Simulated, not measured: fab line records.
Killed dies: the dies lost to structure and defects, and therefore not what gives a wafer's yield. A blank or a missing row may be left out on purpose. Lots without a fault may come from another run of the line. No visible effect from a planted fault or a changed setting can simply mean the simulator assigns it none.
Chamber matching ; flow n5_finfet ; rie_diel-05 running N5_DUMMY_GATE_ETCH_31: 4 sister chambers
The step etches SiO2 in C4F6/O2, target depth 82.5 nm, time 27.5 s. 16 wafers are shown with their chamber, then 8 later ones without.

== WAFERS WITH THEIR CHAMBER ==
wafer;chamber;throttle_valve_pct (%);rf_vpp_V (V);oes_product_au (a.u.)
L075.1;2;20.77;688;0.92
L075.2;3;21.51;667;0.70
L075.6;2;20.76;687;0.91
L077.1;2;20.77;689;0.91
L077.4;0;20.91;648;0.89
L077.5;1;20.95;666;0.75
L079.1;2;20.78;687;0.89
L079.4;0;20.92;649;0.89
L079.6;2;20.77;688;0.90
L084.1;2;20.80;689;0.88
L084.5;1;20.99;667;0.75
L084.6;0;20.93;647;0.87
L085.1;3;21.53;669;0.69
L085.4;2;20.80;687;0.88
L085.5;0;20.93;648;0.87
L087.1;0;20.95;645;0.86

SIGNATURES (means of the wafers above)
reading;chamber 0;chamber 1;chamber 2;chamber 3;scatter within a chamber
throttle_valve_pct;20.9280;20.9700;20.7786;21.5200;0.0167
rf_vpp_V;647.40;666.50;687.86;668.00;1.17
oes_product_au;0.8760;0.7500;0.8986;0.6950;0.0137
Rule: distance of a wafer from a chamber = root of the sum over the readings of ((wafer's reading minus chamber's mean) / reading's scatter) squared. The wafer belongs to the nearest chamber; if the next one is less than 2 further off, it can't be placed. The scatter: the root of (the sum of the squares of (reading less its chamber's mean) over the shown wafers, divided by (wafers less chambers)).

== WAFERS WITHOUT THEIR CHAMBER ==
wafer;throttle_valve_pct (%);rf_vpp_V (V);oes_product_au (a.u.)
L087.5;20.79;687;0.87
L087.6;21.53;669;0.69
L091.1;21.56;667;0.69
L091.2;20.98;666;0.73
L091.4;20.81;688;0.86
L094.1;20.99;665;0.72
L094.2;21.54;666;0.68
L094.3;20.79;688;0.86

== WHICH CHAMBER EACH ONE RAN IN ==
wafer;from the rows above;in truth
L087.5;2;2
L087.6;3;3
L091.1;3;3
L091.2;1;1
L091.4;2;2
L094.1;1;1
L094.2;3;3
L094.3;2;2
Placed correctly: 8 of 8. Can't be placed from these rows: 0. 0 placed wrongly.
